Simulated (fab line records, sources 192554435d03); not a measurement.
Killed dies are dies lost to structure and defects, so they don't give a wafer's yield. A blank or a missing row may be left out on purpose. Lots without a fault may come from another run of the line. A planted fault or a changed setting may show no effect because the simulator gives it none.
One fault seen from 2 desks | flow n5_finfet | each desk has only its own numbers; what lay behind them comes last

THE TOOL OWNER'S DESK: ald_metal-01
The tool's own readings at N5_HKMG_FIN_NWFM_ALD_20 (deposits TiAlC, target thk 2 nm, pulse time 3 s, purge time 2 s): means of the sampled wafers that have a number, for each lot that ran on this tool. A lot is out of limits, marked OUT, if its mean lies more than 4 standard deviations from the usual mean; the brackets give that distance.
Columns: A = heater_power_w at N5_HKMG_FIN_NWFM_ALD_20, usual 493 W; B = precursor_pulse_height_rel at N5_HKMG_FIN_NWFM_ALD_20, usual 0.997; C = susceptor_temp_C at N5_HKMG_FIN_NWFM_ALD_20, usual 300.03 C
lot  | first seen here | A   | B     | C
L525 | day 7 09:05     | 480 | 1.002 | 299.91
L528 | day 7 22:52     | 561 | 1.016 | 307.67 (+35) OUT
L530 | day 8 12:32     | 484 | 0.992 | 307.59 (+34) OUT
This desk's finding: out of limits on L528, L530; first on L528, day 7 22:52 (susceptor_temp_C at N5_HKMG_FIN_NWFM_ALD_20). In limits: L525.

THE METROLOGY DESK
What the gauges read, lot by lot, whatever tool the lot ran on: means of the sampled wafers that have a number. A lot is out of limits, marked OUT, if its mean lies more than 4 standard deviations from the usual mean; the brackets give that distance. Of its 15 readings 7 are shown: the one that was out of limits first, and those that lie furthest out on some lot.
Columns: A = IOFF_N at N5_BEOL_M4_RC_MEAS_101, usual 0.155 nA/um; B = IOFF_N_LIN at N5_BEOL_M4_RC_MEAS_101, usual 0.072 nA/um; C = IOFF_N_LONG at N5_BEOL_M4_RC_MEAS_101, usual 5.51e-05 nA/um; D = ION_N at N5_BEOL_M4_RC_MEAS_101, usual 672 uA/um; E = VT_N at N5_BEOL_M4_RC_MEAS_101, usual 250.0 mV; F = VT_N_LONG at N5_BEOL_M4_RC_MEAS_101, usual 275.0 mV; G = VT_N_LVT at N5_BEOL_M4_RC_MEAS_101, usual 98.6 mV
lot  | first seen here | A     | B                | C                  | D              | E                | F                | G
L525 | day 11 05:56    | 0.150 | 0.071            | 5.54e-05           | 670            | 251.1            | 276.6            | 98.9
L527 | day 11 12:13    | 0.182 | 0.083            | 5.71e-05           | 680            | 246.1            | 275.0            | 95.5
L528 | day 12 10:20    | 0.245 | 0.115 (+4.8) OUT | 7.94e-05 (+12) OUT | 700            | 237.2 (-4.3) OUT | 262.7 (-7.3) OUT | 86.7 (-4.6) OUT
L530 | day 12 11:20    | 0.241 | 0.113 (+4.5) OUT | 7.53e-05 (+10) OUT | 708 (+4.1) OUT | 237.7 (-4.1) OUT | 261.0 (-8.2) OUT | 85.4 (-5.1) OUT
This desk's finding: out of limits on L528, L530; first on L528, day 12 10:20 (IOFF_N_LIN at N5_BEOL_M4_RC_MEAS_101). In limits: L525, L527.

PUT TOGETHER
The tool owner's desk could have raised an alarm at day 7 22:52, on L528, L530.
The metrology desk could have raised an alarm at day 12 10:20, on L528, L530.
Of the lots named, all ran N5_HKMG_FIN_NWFM_ALD_20 on ald_metal-01.

WHAT THE SIMULATOR HAD PUT IN
Process parameter drift: ald_metal-01, from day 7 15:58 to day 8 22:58, at N5_HKMG_FIN_NWFM_ALD_20. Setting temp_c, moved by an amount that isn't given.
Lots struck among those shown: L528, L530.
Hours from the fault's start to each desk's first reading out of limits: the tool owner's desk, 7; the metrology desk, 114.
